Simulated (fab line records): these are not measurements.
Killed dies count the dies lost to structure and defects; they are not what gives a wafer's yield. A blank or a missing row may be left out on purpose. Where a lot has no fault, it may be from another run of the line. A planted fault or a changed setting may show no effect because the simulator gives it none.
A struck lot beside a sound one + flow nandHarc + 14 out of 1159 route steps
Sound: the wafers L464.2, L464.3, L464.4. Struck: wafers L461.2, L461.4 (left out: L461.3, a lot-mate that was not struck); the cause follows at the end.
For every step that has rows: the tool of each side, followed by ch and its chambers, followed by its first start. Under that, the readings that differ: sound wafers + struck wafers + difference of the means + sigmas: that difference in standard deviations of wafers without a fault.
alike: readings whose means differ by less than 2 such deviations, and words and numbers that are the same on both sides. not compared: withheld readings, readings that some wafer has no value for, bounds like >300 that may hide the same value, and numbers for which the record gives no deviation and whose values overlap.
A row with sigmas, a row that says differs or no value, or rows on one side alone: a step with any of these is where the two part. Non-overlapping numbers with no deviation appear without sigmas and do not part them. Lack of a reading on every wafer of one side parts them only where that side has two or more wafers.

first, 2 steps without rows for these wafers: NHARC_A_SOURCE_PLATE_SRD_01; NHARC_A_SOURCE_PLATE_OXIDE_02 (material SiO2, target thk 10 nm, ox time 1362 s).
NHARC_A_SOURCE_PLATE_THK_MEAS_09: measures by ellipsometry.
  struck on filmMetro-01, day 11 20:29; sound on filmMetro-02, day 11 20:29
  alike: thkNm
then, 3 steps without rows for these wafers: NHARC_A_SOURCE_PLATE_PVD_04 (deposits WSi2, target thk 50 nm); NHARC_A_SOURCE_PLATE_CVD_03 (deposits poly-Si, target thk 200 nm, time 4000 s); NHARC_A_SOURCE_PLATE_ANNEAL_05 (time 1800 s).
NHARC_A_SOURCE_PLATE_THK_MEAS_06: measures by ellipsometry.
  struck on filmMetro-01, day 12 09:37; sound on filmMetro-01, day 12 09:37
  alike: thkNm
NHARC_A_SOURCE_PLATE_INSPECT_08:
  struck on defectInspect-02, day 12 09:44; sound on defectInspect-01, day 12 09:41
| reading        | sound      | struck | difference | sigmas |
|----------------|------------|--------|------------|--------|
| rawDefectCount | 98 125 104 | 38 36  | -72        | -3     |
next comes 1 step that has no rows for these wafers: NHARC_A_ONON_D1_DEP_00 (target thickness 1000 nm).
NHARC_A_ONON_D1_THK_MEAS_02: measures by ellipsometry.
  struck on filmMetro-01, day 12 10:18; sound on filmMetro-01, day 12 10:16
| reading    | sound          | struck  | difference | sigmas |
|------------|----------------|---------|------------|--------|
| thkNm (nm) | 1024 1022 1025 | 991 991 | -33        | -4     |
NHARC_A_ONON_D1_DEP_03: target thk 1000 nm.
  sound on pecvdOnon-03 ch 0, day 12 10:24; struck on pecvdOnon-02 ch 0, day 12 10:25
NHARC_A_ONON_D1_THK_MEAS_05: measures by ellipsometry.
  struck on filmMetro-02, day 12 10:52; sound on filmMetro-01, day 12 10:51
  alike: thkNm
next comes 1 step that has no rows for these wafers: NHARC_A_ONON_D1_DEP_06 (target thickness 1000 nm).
-- jump in the record: it breaks off in module A_ONON_D1 and resumes in module END (first step shown: number 1159 of the route), and 12 days separate the struck wafers' starts before and after --
NHARC_END_SORT_01:
  here the record holds rows for the struck wafers (prober-02 ch 0, day 24 13:43) but none for the sound ones

WHERE THEY PART
Last at NHARC_END_SORT_01 as far as this record goes, first at NHARC_A_SOURCE_PLATE_INSPECT_08.

WHY: the cause the simulator had injected
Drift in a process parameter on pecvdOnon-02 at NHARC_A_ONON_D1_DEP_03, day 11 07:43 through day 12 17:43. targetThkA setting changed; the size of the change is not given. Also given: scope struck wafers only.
